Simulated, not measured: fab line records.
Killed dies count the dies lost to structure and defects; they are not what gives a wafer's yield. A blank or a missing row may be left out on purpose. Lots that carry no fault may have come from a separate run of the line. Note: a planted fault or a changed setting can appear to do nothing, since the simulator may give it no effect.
Which of the tools did it? -- flow nand harc -- 24 lots, 72 wafers sampled, at 6 steps of a route of 1159

WHAT THE GAUGES READ, wafer by wafer
NHARC_A_CONTACT_OVL_MEAS_09.
lot,measured,on,overlay x nm (nm),overlay y nm (nm)
L074,day 16 13:55,overlay-01,-0.1 0.5 0.3,-1.2 -1.0 -0.8
L075,day 16 23:55,overlay-02,-0.4 -1.1 -1.3,0.4 0.7 -0.1
L077,day 17 04:25,overlay-01,0.5 0.6 1.0,1.7 1.2 1.1
L076,day 17 13:04,overlay-01,0.6 0.2 0.1,-1.1 -1.0 -0.3
L079,day 17 18:38,overlay-02,-0.4 -0.2 -0.3,1.2 0.8 1.0
L078,day 17 21:22,overlay-01,-0.5 0.1 -0.3,-0.4 -0.8 -0.8
L080,day 17 23:58,overlay-02,1.2 1.8 1.5,-0.4 -0.2 -0.8
L081,day 18 16:12,overlay-01,1.9 2.4 1.6,-0.1 -0.3 -0.5
L082,day 19 05:57,overlay-02,-0.2 -0.5 -0.2,-1.4 -0.7 -0.6
L084,day 19 07:34,overlay-01,-2.0 -1.7 -1.8,1.1 0.7 1.1
L085,day 19 18:33,overlay-02,-1.1 -1.6 -1.6,-1.7 -1.3 -1.7
L083,day 20 00:01,overlay-01,0.5 1.0 -0.4,-1.1 -1.1 -1.4
L086,day 20 05:45,overlay-01,-0.2 0.1 -0.2,0.2 0.2 0.4
L087,day 20 09:52,overlay-02,-0.5 0.1 -0.7,-0.3 -0.6 -0.4
L088,day 20 11:15,overlay-01,1.3 1.2 0.4,1.2 0.2 -0.2
L089,day 20 14:51,overlay-01,0.7 0.2 0.1,-0.6 -0.3 -0.5
L090,day 20 17:00,overlay-01,-0.5 -1.0 -0.5,-0.5 -0.3 -0.7
L091,day 21 05:49,overlay-02,-1.2 -1.3 -1.8,-1.3 -1.4 -1.2
L094,day 21 16:58,overlay-01,0.1 0.3 -0.1,-1.4 -1.1 -1.3
L092,day 21 20:05,overlay-01,-0.5 -0.6 -0.7,0.0 -0.8 -1.1
L096,day 22 01:09,overlay-01,-0.6 -0.5 -0.4,1.2 1.3 1.8
L095,day 22 04:19,overlay-01,1.7 1.1 1.3,-1.1 -0.4 -0.5
L093,day 22 06:06,overlay-02,-0.1 0.2 -0.2,0.6 0.6 0.9
L097,day 22 19:08,overlay-01,-0.8 -0.8 -0.6,0.3 0.3 0.6

NHARC_A_CONTACT_INSPECT_10.
lot,measured,on,raw defect count
L074,day 16 13:57,defect inspect-02,27 26 22
L075,day 16 23:58,defect inspect-01,16 21 19
L077,day 17 04:28,defect inspect-01,19 18 22
L076,day 17 13:05,defect inspect-01,26 27 27
L079,day 17 18:40,defect inspect-01,26 35 24
L078,day 17 21:24,defect inspect-02,25 33 31
L080,day 18 00:00,defect inspect-02,10 13 16
L081,day 18 16:14,defect inspect-01,24 22 24
L082,day 19 05:59,defect inspect-02,22 28 20
L084,day 19 07:36,defect inspect-02,32 38 33
L085,day 19 18:35,defect inspect-02,38 32 37
L083,day 20 00:04,defect inspect-01,11 13 17
L086,day 20 05:47,defect inspect-01,46 44 52
L087,day 20 09:55,defect inspect-01,7 9 16
L088,day 20 11:17,defect inspect-02,44 43 44
L089,day 20 14:53,defect inspect-01,14 12 18
L090,day 20 17:02,defect inspect-01,43 36 53
L091,day 21 05:50,defect inspect-02,37 25 33
L094,day 21 17:01,defect inspect-02,55 52 59
L092,day 21 20:07,defect inspect-02,34 36 38
L096,day 22 01:11,defect inspect-02,37 49 43
L095,day 22 04:22,defect inspect-01,35 46 43
L093,day 22 06:08,defect inspect-01,45 41 55
L097,day 22 19:10,defect inspect-02,18 14 15

NHARC_A_BLC_CD_MEAS_19.
lot,measured,on,cd nm (nm)
L074,day 16 20:51,cd sem-01,102.0 101.2 101.9
L075,day 17 08:59,cd sem-01,101.5 99.6 100.1
L077,day 17 12:25,cd sem-03,97.7 102.4 101.4
L076,day 18 00:17,cd sem-03,96.7 99.1 98.4
L079,day 18 05:29,cd sem-03,102.7 105.7 99.0
L078,day 18 06:41,cd sem-03,99.3 96.6 98.9
L080,day 18 07:38,cd sem-01,99.4 99.1 99.3
L081,day 19 11:36,cd sem-03,100.8 100.6 99.4
L082,day 19 20:26,cd sem-02,100.1 97.7 99.8
L084,day 19 21:18,cd sem-01,101.7 101.1 103.6
L085,day 20 01:39,cd sem-03,98.1 99.4 100.2
L083,day 20 08:29,cd sem-02,100.4 98.9 97.8
L086,day 20 12:22,cd sem-02,100.5 99.1 99.1
L087,day 20 16:48,cd sem-03,102.1 101.9 98.7
L088,day 20 22:06,cd sem-03,95.3 103.6 97.7
L089,day 20 23:08,cd sem-02,96.9 99.9 99.0
L090,day 21 00:00,cd sem-02,102.1 103.1 101.6
L091,day 21 15:11,cd sem-02,98.0 93.0 96.8
L094,day 22 01:57,cd sem-02,101.5 102.6 99.4
L092,day 22 03:40,cd sem-03,102.3 100.5 99.7
L096,day 22 08:46,cd sem-03,98.9 102.4 100.4
L095,day 22 10:44,cd sem-02,100.1 99.5 101.2
L093,day 22 12:35,cd sem-02,101.2 101.2 100.3
L097,day 23 03:07,cd sem-02,98.0 98.5 98.4

WHAT TOOL EACH LOT RAN ON (gives the tool, then ch and the chambers of the sampled wafers, and finally the start)
lot,NHARC_A_CONTACT_ETCH_89,NHARC_A_CONTACT_ETCH_135,NHARC_A_BLC_ETCH_18
L074,"rie diel-03 ch 0,1, day 16 15:39 or earlier","har cap etch-02 ch 0,1, day 16 15:39","rie diel-10 ch 1,2,3, day 16 20:51 or earlier"
L075,"rie diel-03 ch 0,2, day 17 01:30 or earlier","har cap etch-02 ch 0,1, day 17 01:30","rie diel-04 ch 0,1,3, day 17 08:59 or earlier"
L077,"rie diel-06 ch 0,1,3, day 17 05:57 or earlier","har cap etch-03 ch 0, day 17 05:57","rie diel-04 ch 0,1,2, day 17 12:25 or earlier"
L076,"rie diel-06 ch 0,1,2, day 17 14:36 or earlier","har cap etch-03 ch 0,1, day 17 14:36","rie diel-12 ch 0,1,2, day 18 00:17 or earlier"
L079,"rie diel-06 ch 1,2, day 17 19:55 or earlier","har cap etch-03 ch 0,1, day 17 19:55","rie diel-04 ch 0,1, day 18 05:29 or earlier"
L078,"rie diel-03 ch 1,3, day 17 22:39 or earlier","har cap etch-01 ch 0,1, day 17 22:39","rie diel-12 ch 0,2, day 18 06:41 or earlier"
L080,"rie diel-03 ch 1,3, day 18 01:15 or earlier","har cap etch-03 ch 1, day 18 01:15","rie diel-10 ch 0,1, day 18 07:38 or earlier"
L081,"rie diel-03 ch 0,2,3, day 18 17:38 or earlier","har cap etch-02 ch 0,1, day 18 17:38","rie diel-10 ch 0,1,3, day 19 11:36 or earlier"
L082,"rie diel-06 ch 0,1,2, day 19 07:14 or earlier","har cap etch-02 ch 0, day 19 07:14","rie diel-10 ch 0,1,3, day 19 20:26 or earlier"
L084,"rie diel-08 ch 2,3, day 19 09:02 or earlier","har cap etch-03 ch 0,1, day 19 09:02","rie diel-04 ch 0,2,3, day 19 21:18 or earlier"
L085,"rie diel-03 ch 1,2, day 19 19:50 or earlier","har cap etch-03 ch 0,1, day 19 19:50","rie diel-12 ch 2,3, day 20 01:39 or earlier"
L083,"rie diel-06 ch 2,3, day 20 01:23 or earlier","har cap etch-03 ch 1, day 20 01:23","rie diel-04 ch 1,2,3, day 20 08:29 or earlier"
L086,"rie diel-06 ch 2,3, day 20 07:05 or earlier","har cap etch-02 ch 0,1, day 20 07:05","rie diel-10 ch 1,2, day 20 12:22 or earlier"
L087,"rie diel-08 ch 1,3, day 20 11:25 or earlier","har cap etch-01 ch 0,1, day 20 11:25","rie diel-10 ch 0,1,3, day 20 16:48 or earlier"
L088,"rie diel-06 ch 0,1,2, day 20 12:52 or earlier","har cap etch-03 ch 0,1, day 20 12:52","rie diel-04 ch 1,2,3, day 20 22:06 or earlier"
L089,"rie diel-08 ch 1,3, day 20 16:34 or earlier","har cap etch-01 ch 0, day 20 16:34","rie diel-04 ch 1,2,3, day 20 23:08 or earlier"
L090,"rie diel-03 ch 0,3, day 20 18:19 or earlier","har cap etch-02 ch 0,1, day 20 18:19","rie diel-10 ch 0,2, day 21 00:00 or earlier"
L091,"rie diel-06 ch 0,1,2, day 21 07:13 or earlier","har cap etch-01 ch 0,1, day 21 07:13","rie diel-12 ch 0,2,3, day 21 15:11 or earlier"
L094,"rie diel-06 ch 0,3, day 21 18:32 or earlier","har cap etch-01 ch 0,1, day 21 18:32","rie diel-04 ch 0,1,2, day 22 01:57 or earlier"
L092,"rie diel-06 ch 0,1, day 21 22:01 or earlier","har cap etch-01 ch 0,1, day 21 22:01","rie diel-10 ch 1,2, day 22 03:40 or earlier"
L096,"rie diel-06 ch 0,1,3, day 22 03:26 or earlier","har cap etch-01 ch 0,1, day 22 03:26","rie diel-10 ch 1,3, day 22 08:46 or earlier"
L095,"rie diel-03 ch 0,1, day 22 05:37 or earlier","har cap etch-02 ch 0,1, day 22 05:37","rie diel-10 ch 0,2, day 22 10:44 or earlier"
L093,"rie diel-06 ch 0,2,3, day 22 07:23 or earlier","har cap etch-01 ch 0,1, day 22 07:23","rie diel-10 ch 0,2,3, day 22 12:35 or earlier"
L097,"rie diel-08 ch 0,1,2, day 22 20:35 or earlier","har cap etch-01 ch 0,1, day 22 20:35","rie diel-04 ch 1,2, day 23 03:07 or earlier"
- NHARC_A_CONTACT_ETCH_89: etches the open film in N2/H2, target depth 260 nm, time 475.3 s.
- NHARC_A_CONTACT_ETCH_135: etches the open film in C4F8/O2/Ar, time 132 s, target depth 1287 nm.
- NHARC_A_BLC_ETCH_18: etches the open film in C4F8/O2/Ar, target depth 910 nm.

AS READ BY THE TOOLS THEMSELVES (means over the sampled wafers that have a number; for cases with no such wafer, the mark the record gives instead)
NHARC_A_CONTACT_ETCH_89.
lot,tool,bias w (W),drypump motor current A (A),oes product au (a.u.),rf fwd power W (W),rf vpp V (V),showerhead plenum p Torr (Torr),throttle valve pct (%)
L074,rie diel-03,150.0,6.3,0.994,398.2,426.4,1.91,14.168
L075,rie diel-03,150.2,5.9,1.007,398.8,427.1,1.91,14.161
L077,rie diel-06,149.7,5.7,1.005,400.0,429.9,2.02,14.179
L076,rie diel-06,149.8,6.0,1.004,400.1,429.8,1.99,14.163
L079,rie diel-06,150.2,6.0,1.003,399.2,429.2,2.01,14.166
L078,rie diel-03,149.6,5.5,1.016,399.7,428.5,1.97,14.162
L080,rie diel-03,150.2,5.5,1.015,399.6,429.3,1.97,14.174
L081,rie diel-03,150.2,5.8,1.002,399.2,427.5,1.93,14.172
L082,rie diel-06,149.7,6.1,1.017,399.5,429.3,1.99,14.163
L084,rie diel-08,149.7,5.8,1.002,398.7,428.9,1.99,14.176
L085,rie diel-03,149.8,5.8,0.999,400.5,427.6,1.93,14.176
L083,rie diel-06,150.1,6.0,0.989,399.9,431.2,2.05,14.171
L086,rie diel-06,149.9,6.2,1.005,398.7,429.7,2.02,14.170
L087,rie diel-08,150.5,5.7,0.997,399.1,428.5,1.96,14.167
L088,rie diel-06,150.0,6.0,1.013,399.8,428.7,1.99,14.170
L089,rie diel-08,149.9,5.8,1.000,398.9,428.0,1.95,14.171
L090,rie diel-03,149.7,5.7,1.013,399.0,428.5,1.94,14.181
L091,rie diel-06,150.2,6.1,1.012,398.8,429.3,1.99,14.174
L094,rie diel-06,150.0,5.7,1.005,399.4,429.4,2.04,14.171
L092,rie diel-06,150.0,5.8,1.014,399.6,429.0,1.98,14.172
L096,rie diel-06,150.3,5.8,1.009,400.8,430.0,2.01,14.167
L095,rie diel-03,150.0,6.3,0.998,400.1,426.6,1.90,14.174
L093,rie diel-06,150.1,6.0,1.003,399.2,430.3,2.01,14.165
L097,rie diel-08,149.9,6.2,1.003,398.9,428.6,1.96,14.168

NHARC_A_BLC_ETCH_18.
lot,tool,bias w (W),oes product au (a.u.),rf fwd power W (W),rf vpp V (V)
L074,rie diel-10,1498,0.971,600.3,978
L075,rie diel-04,1501,0.935,597.6,973
L077,rie diel-04,1501,0.929,600.5,976
L076,rie diel-12,1502,0.955,599.9,975
L079,rie diel-04,1495,0.954,599.5,972
L078,rie diel-12,1500,0.953,597.8,977
L080,rie diel-10,1501,0.953,597.7,971
L081,rie diel-10,1497,0.976,598.1,972
L082,rie diel-10,1501,0.973,599.7,972
L084,rie diel-04,1499,0.921,600.1,973
L085,rie diel-12,1500,0.970,598.3,981
L083,rie diel-04,1499,0.965,597.9,976
L086,rie diel-10,1503,0.927,598.4,981
L087,rie diel-10,1502,0.976,598.5,973
L088,rie diel-04,1501,0.964,598.0,977
L089,rie diel-04,1501,0.972,599.2,976
L090,rie diel-10,1501,0.933,599.1,973
L091,rie diel-12,1503,0.929,598.5,978
L094,rie diel-04,1501,0.942,599.2,976
L092,rie diel-10,1496,0.959,601.6,981
L096,rie diel-10,1499,0.928,598.6,975
L095,rie diel-10,1500,0.919,600.1,973
L093,rie diel-10,1501,0.968,600.5,976
L097,rie diel-04,1501,0.974,601.4,979

THE ANSWER, worked out from the rows above alone
Rule: the usual values come from the lots themselves. The widest of any qualifying gaps counts: lots, ordered by their means at a reading, are off when they make up no more than a third of the lots, leave a main group of 4 or more, and stand apart from it by 3 or more times the standard deviation of that group's means. A main group is skipped when, at the precision printed for the reading in the tables above, its means are all equal. Also off: a lot with no number at a reading for which 4 or more lots have one. Where the step has rows for the other lots, those lots are counted as sound. Order of review: gauges by route order, followed by the tools' own readings, for which a lot's mean as printed above is used. At the first step where some lot is off, the reading lying furthest off is the one used; lots without a number count as furthest.
Nothing can be told from this: no lot is off at any reading shown.

WHAT WAS PUT IN BY THE SIMULATOR
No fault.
